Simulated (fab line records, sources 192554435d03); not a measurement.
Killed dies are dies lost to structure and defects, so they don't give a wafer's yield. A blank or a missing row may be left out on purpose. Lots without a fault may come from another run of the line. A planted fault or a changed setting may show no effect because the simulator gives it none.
Chamber matching | flow n5_finfet | N5_BEOL_M11_ETCH_65 on rie_diel-02: 4 sister chambers
The step etches SiARC in CF4, target depth 39 nm, time 65 s. 4 wafers are shown with their chamber, then 8 later ones without.

WAFERS WITH THEIR CHAMBER
wafer  | chamber | showerhead_plenum_p_Torr (Torr)
L084.1 | 0       | 2.09
L085.2 | 1       | 2.20
L085.6 | 3       | 2.28
L086.2 | 2       | 2.12

WAFERS WITHOUT THEIR CHAMBER
wafer  | showerhead_plenum_p_Torr (Torr)
L086.3 | 2.20
L086.4 | 2.27
L088.2 | 2.20
L088.5 | 2.20
L088.6 | 2.12
L095.1 | 2.19
L095.4 | 2.08
L095.5 | 2.19

WHICH CHAMBER EACH WENT THROUGH
wafer  | from the rows above | in truth
L086.3 | 1                   | 1
L086.4 | 3                   | 3
L088.2 | 1                   | 1
L088.5 | 1                   | 1
L088.6 | 2                   | 2
L095.1 | 1                   | 1
L095.4 | 0                   | 0
L095.5 | 1                   | 1
Placed correctly: 8 of 8. Can't be placed from these rows: 0. Placed wrongly: 0.
How it was worked out, from the rows above alone: a wafer's distance from a chamber is the root of the sum, over the readings, of the square of ((its reading less the chamber's mean) divided by the reading's scatter). The wafer belongs to the nearest chamber; if the next one is less than 2 further off, it can't be placed. A chamber's mean is the mean of its shown wafers. The scatter: with one shown wafer a chamber, the root of the mean of the squares of how far each hidden wafer lies from its nearest shown one.
